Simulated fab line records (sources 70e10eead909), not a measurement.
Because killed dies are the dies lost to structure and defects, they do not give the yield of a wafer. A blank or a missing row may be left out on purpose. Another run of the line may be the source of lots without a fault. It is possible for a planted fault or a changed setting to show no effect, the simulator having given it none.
Which of the tools did it? -- flow nandHarc -- 9 lots with 27 wafers sampled at 6 steps, on a route of 1302 steps

WHAT EACH GAUGE READ, for each wafer
NHARC_A_BONDPAD_OVL_MEAS_35.
lot,measured,on,overlayXNm (nm),overlayYNm (nm)
L801,day 25 04:32,overlay-01,12 12 12,-4 -4 -4
L805,day 26 06:55,overlay-01,-7 -7 -6,-2 -2 -3
L811,day 28 12:37,overlay-01,0 0 0,8 8 8
L810,day 29 09:33,overlay-01,-2 -1 -2,0 0 0
L814,day 30 17:37,overlay-01,-7 -7 -7,-3 -3 -3
L817,day 31 11:29,overlay-02,5 4 4,-6 -6 -5
L818,day 31 20:41,overlay-01,9 9 9,0 -1 0
L820,day 31 23:07,overlay-01,-5 -5 -5,3 3 2
L819,day 31 23:44,overlay-02,-2 -2 -2,-2 -2 -2

NHARC_END_WLT_00.
lot,measured,on,VT_DECK1_BOTTOM,VT_DECK1_BOTTOM_INNER,VT_DECK1_MEDIAN_NEAR_BOTTOM,VT_DECK1_MEDIAN_NEAR_BOTTOM_INNER,VT_DECK1_MIDDLE,VT_DECK1_MIDDLE_INNER,VT_DECK1_TOP,VT_DECK1_TOP_INNER,VT_DECK2_BOTTOM,VT_DECK2_BOTTOM_INNER,VT_DECK2_MEDIAN_NEAR_BOTTOM,VT_DECK2_MEDIAN_NEAR_BOTTOM_INNER,VT_DECK2_MIDDLE,VT_DECK2_MIDDLE_INNER,VT_DECK2_TOP,VT_DECK2_TOP_INNER
L801,day 26 07:15,prober-02,0.875 0.882 0.873,0.870 0.884 0.876,0.873 0.886 0.871,0.881 0.876 0.874,0.890 0.896 0.893,0.892 0.895 0.894,0.900 0.905 0.900,0.900 0.902 0.899,0.870 0.866 0.870,0.866 0.860 0.868,0.876 0.868 0.873,0.869 0.872 0.863,0.880 0.875 0.892,0.879 0.880 0.882,0.892 0.894 0.893,0.893 0.889 0.894
L805,day 27 16:46,prober-02,0.893 0.890 0.887,0.894 0.885 0.886,0.886 0.888 0.885,0.894 0.889 0.889,0.904 0.892 0.896,0.898 0.899 0.895,0.901 0.905 0.904,0.901 0.902 0.906,0.862 0.863 0.873,0.873 0.877 0.866,0.866 0.872 0.873,0.873 0.875 0.875,0.878 0.883 0.879,0.888 0.885 0.889,0.899 0.898 0.896,0.892 0.885 0.897
L811,day 29 18:44,prober-01,0.865 0.880 0.865,0.868 0.885 0.863,0.872 0.886 0.869,0.873 0.881 0.867,0.875 0.884 0.883,0.883 0.893 0.882,0.889 0.896 0.899,0.889 0.905 0.904,0.874 0.859 0.866,0.861 0.863 0.869,0.866 0.864 0.868,0.872 0.859 0.870,0.879 0.882 0.882,0.882 0.873 0.879,0.881 0.888 0.902,0.886 0.885 0.893
L810,day 30 12:31,prober-02,0.862 0.855 0.851,0.850 0.850 0.853,0.852 0.856 0.853,0.859 0.862 0.857,0.869 0.865 0.872,0.861 0.870 0.872,0.886 0.875 0.886,0.879 0.885 0.870,0.869 0.877 0.872,0.868 0.865 0.863,0.859 0.878 0.877,0.868 0.878 0.856,0.879 0.891 0.878,0.878 0.887 0.878,0.887 0.889 0.898,0.891 0.892 0.898
L814,day 31 21:40,prober-02,0.877 0.875 0.874,0.881 0.877 0.876,0.885 0.870 0.878,0.885 0.875 0.873,0.886 0.881 0.883,0.890 0.890 0.883,0.895 0.887 0.893,0.893 0.908 0.892,0.876 0.864 0.874,0.877 0.865 0.861,0.870 0.867 0.868,0.875 0.866 0.865,0.886 0.883 0.882,0.889 0.879 0.885,0.901 0.899 0.903,0.901 0.899 0.898
L817,day 32 15:45,prober-01,0.886 0.869 0.878,0.890 0.872 0.878,0.886 0.874 0.887,0.889 0.869 0.877,0.899 0.885 0.892,0.887 0.890 0.889,0.899 0.911 0.898,0.896 0.900 0.889,0.877 0.867 0.863,0.877 0.885 0.865,0.885 0.877 0.869,0.872 0.881 0.870,0.890 0.882 0.884,0.892 0.884 0.883,0.899 0.896 0.895,0.900 0.893 0.897
L818,day 33 10:40,prober-02,0.862 0.852 0.862,0.862 0.857 0.867,0.862 0.866 0.859,0.861 0.866 0.867,0.876 0.880 0.874,0.880 0.879 0.874,0.888 0.889 0.877,0.891 0.884 0.876,0.872 0.862 0.860,0.865 0.860 0.862,0.871 0.869 0.861,0.864 0.864 0.863,0.877 0.877 0.870,0.881 0.870 0.884,0.891 0.887 0.885,0.881 0.887 0.878
L820,day 33 02:47,prober-02,0.882 0.859 0.880,0.886 0.863 0.872,0.888 0.856 0.877,0.879 0.859 0.882,0.887 0.879 0.892,0.898 0.878 0.885,0.898 0.897 0.897,0.891 0.893 0.891,0.881 0.883 0.875,0.876 0.883 0.883,0.879 0.877 0.886,0.881 0.883 0.878,0.887 0.892 0.887,0.891 0.888 0.886,0.899 0.901 0.903,0.897 0.900 0.892
L819,day 33 07:58,prober-01,0.890 0.872 0.879,0.883 0.879 0.885,0.889 0.887 0.878,0.890 0.868 0.880,0.885 0.882 0.895,0.881 0.886 0.889,0.902 0.892 0.899,0.901 0.901 0.895,0.873 0.878 0.884,0.880 0.878 0.883,0.878 0.872 0.874,0.876 0.882 0.882,0.893 0.886 0.888,0.889 0.888 0.887,0.904 0.906 0.896,0.898 0.902 0.904

NHARC_END_SORT_01.
lot,measured,on,defectLimitedYield (%),killedAtArray,killedAtOther,killedAtPeriphery,killedDies,killedOpen,killedShort,sort_bin_2_pct (%),sort_bin_3_pct (%),sort_bin_4_pct (%),sortNPass,sortRimYieldPct (%),sortYieldPct (%)
L801,day 26 10:15,prober-02,90.0 91.0 89.2,65 58 72,1 0 0,2 3 1,68 61 73,7 1 3,1 1 1,3.0 2.8 4.1,0.1 0.6 0.3,6.9 5.6 6.4,609 616 604,88 89 98,90.0 91.0 89.2
L805,day 27 20:21,prober-01,84.0 93.2 89.7,28 42 68,74 2 0,6 2 2,108 46 70,6 5 1,1 3 3,6.8 2.1 3.8,4.3 0.3 0.6,4.9 4.4 5.9,569 631 607,74 90 98,84.0 93.2 89.7
L811,day 29 22:19,prober-01,91.4 94.8 89.7,54 30 65,1 0 0,3 5 5,58 35 70,0 2 2,3 0 4,2.7 1.9 3.2,0.7 0.3 0.9,5.2 3.0 6.2,619 642 607,94 92 94,91.4 94.8 89.7
L810,day 30 15:31,prober-02,89.4 93.4 91.0,67 40 56,1 0 0,4 5 5,72 45 61,4 3 2,1 2 2,4.3 1.8 2.8,0.7 0.7 0.9,5.6 4.1 5.3,605 632 616,98 82 92,89.4 93.4 91.0
L814,day 32 01:02,prober-02,91.3 93.1 95.7,52 43 24,0 0 1,7 4 4,59 47 29,3 4 0,4 2 2,2.2 3.0 2.1,1.0 0.6 0.3,5.5 3.4 1.9,618 630 648,95 99 91,91.3 93.1 95.7
L817,day 32 19:04,prober-01,96.6 96.5 95.7,19 21 24,1 1 2,3 2 3,23 24 29,2 2 4,3 2 4,1.3 1.0 1.0,0.1 0.3 0.4,1.9 2.2 2.8,654 653 648,96 98 94,96.6 96.5 95.7
L818,day 33 13:41,prober-02,96.9 98.1 96.2,13 10 20,1 1 2,7 2 4,21 13 26,4 1 4,3 4 2,0.6 0.7 1.0,0.1 0 0.1,2.4 1.2 2.7,656 664 651,94 97 95,96.9 98.1 96.2
L820,day 33 05:45,prober-02,88.6 92.2 88.3,72 49 75,0 1 0,5 3 4,77 53 79,3 2 3,2 1 4,4.3 2.7 4.1,0.7 0.9 0.9,6.4 4.3 6.6,600 624 598,92 89 89,88.6 92.2 88.3
L819,day 33 11:34,prober-01,96.2 95.6 96.8,22 21 17,1 2 0,3 7 5,26 30 22,0 4 5,3 1 1,1.0 1.2 0.7,0.6 0 0.3,2.2 3.2 2.2,651 647 655,97 93 97,96.2 95.6 96.8

EACH LOT AND THE TOOL THAT RAN IT (in order: tool; ch and the chambers of the sampled wafers; start)
lot,NHARC_A_BONDPAD_ETCH_24,NHARC_A_BONDPAD_ANNEAL_28,NHARC_THIN_TSV_ETCH_15
L801,"rieDiel-10 ch 0,2, day 25 05:14","rtpAnneal-01 ch 0, day 25 06:23","rieSi-05 ch 0,1,3, day 25 20:16"
L805,"rieDiel-02 ch 0,1,2, day 26 07:38","rtpAnneal-01 ch 0, day 26 08:52","rieSi-05 ch 1,2,3, day 26 22:50"
L811,"rieDiel-10 ch 1,3, day 28 14:34 or earlier","rtpAnneal-01 ch 0, day 28 14:34","rieSi-01 ch 0,1, day 29 07:03"
L810,"rieDiel-02 ch 2,3, day 29 11:24 or earlier","rtpAnneal-01 ch 0, day 29 11:24","rieSi-03 ch 0,2,3, day 30 01:17"
L814,"rieDiel-10 ch 0,3, day 30 19:59 or earlier","rtpAnneal-02 ch 0, day 30 19:59","rieSi-05 ch 0,1,3, day 31 09:52"
L817,"rieDiel-02 ch 0,1,2, day 31 13:20 or earlier","rtpAnneal-02 ch 0, day 31 13:20","rieSi-01 ch 0,3, day 32 05:45"
L818,"rieDiel-02 ch 1,2,3, day 31 22:31 or earlier","rtpAnneal-02 ch 0, day 31 22:31","rieSi-05 ch 1,3, day 32 12:28"
L820,"rieDiel-10 ch 0,2,3, day 32 00:55 or earlier","rtpAnneal-01 ch 0, day 32 00:55","rieSi-01 ch 0,2,3, day 32 13:40"
L819,"rieDiel-09 ch 1,2, day 32 01:38 or earlier","rtpAnneal-01 ch 0, day 32 01:38","rieSi-01 ch 1,2,3, day 32 15:08"
- NHARC_A_BONDPAD_ETCH_24: etches the open film in CF4/N2, target depth 30 nm, time 72.99 s.
- NHARC_A_BONDPAD_ANNEAL_28: time 90 s.
- NHARC_THIN_TSV_ETCH_15: target depth 3000 nm, bosch target overetch cycles 2, bosch etch step 2.8 s.

AS READ BY THE TOOLS THEMSELVES (means over the sampled wafers that have a number; for cases with no such wafer, the mark the record gives instead)
NHARC_A_BONDPAD_ETCH_24.
lot,tool,drypumpMotorCurrentA (A),n2FlowSccm (sccm),oesProductAu (a.u.),rfFwdPowerW (W),rfVppV (V),showerheadPlenumPTorr (Torr),throttleValvePct (%)
L801,rieDiel-10,5.7,99.8,1.022,296.4,312.6,2.54,19.798
L805,rieDiel-02,6.4,100.4,0.994,297.8,314.4,2.65,19.798
L811,rieDiel-10,6.4,100.0,0.994,295.3,314.8,2.70,19.791
L810,rieDiel-02,6.5,99.9,0.998,296.6,311.9,2.55,19.799
L814,rieDiel-10,6.0,99.7,1.001,296.2,315.2,2.70,19.793
L817,rieDiel-02,6.4,100.0,0.998,298.3,314.5,2.64,19.797
L818,rieDiel-02,6.5,99.6,1.001,297.3,312.8,2.54,19.795
L820,rieDiel-10,5.9,99.9,0.996,297.2,315.2,2.66,19.784
L819,rieDiel-09,5.4,99.8,0.982,297.6,315.9,2.73,19.793

NHARC_A_BONDPAD_ANNEAL_28.
lot,tool,wafer_temp_C_max
L801,rtpAnneal-01,225.77
L805,rtpAnneal-01,225.82
L811,rtpAnneal-01,225.96
L810,rtpAnneal-01,225.80
L814,rtpAnneal-02,225.71
L817,rtpAnneal-02,225.57
L818,rtpAnneal-02,225.73
L820,rtpAnneal-01,225.71
L819,rtpAnneal-01,225.84

NHARC_THIN_TSV_ETCH_15.
lot,tool,drypumpMotorCurrentA (A)
L801,rieSi-05,5.8
L805,rieSi-05,5.9
L811,rieSi-01,6.3
L810,rieSi-03,5.4
L814,rieSi-05,5.8
L817,rieSi-01,5.8
L818,rieSi-05,6.0
L820,rieSi-01,5.8
L819,rieSi-01,6.0

THE ANSWER, worked out from the rows above alone
Rule: what is usual is taken from the lots themselves. The widest of any qualifying gaps counts: lots, ordered by their means at a reading, are off when they make up no more than a third of the lots, leave a main group of 4 or more, and stand apart from it by 3 or more times the standard deviation of that group's means. A main group is skipped when, at the precision printed for the reading in the tables above, its means are all equal. A lot without any number at a reading at which 4 lots or more have one is off too. Any other lot the step has rows for is counted as sound. After the gauges, taken in route order, come the tools' own readings; for these a lot's mean is taken, as printed above. At the first step where some lot is off, the reading lying furthest off is the one used; lots without a number count as furthest.
Off, at NHARC_END_SORT_01 on killedAtOther: L805. The main group has a mean of 0.7 with a standard deviation of 0.44.
If a tool, at a process step before that reading, ran all the lots that are off and no sound lot after the first of them, it fits. Not tried: the gauges at NHARC_END_SORT_01; whatever is off there is also off at NHARC_A_BONDPAD_ETCH_24, on other tools, and gauge error can't account for it. NHARC_A_BONDPAD_ETCH_24 gives no start for some lots, so the hours and the order of its lots are those of NHARC_A_BONDPAD_ANNEAL_28. No candidate that was tried fits.

WHAT THE SIMULATOR HAD PUT IN
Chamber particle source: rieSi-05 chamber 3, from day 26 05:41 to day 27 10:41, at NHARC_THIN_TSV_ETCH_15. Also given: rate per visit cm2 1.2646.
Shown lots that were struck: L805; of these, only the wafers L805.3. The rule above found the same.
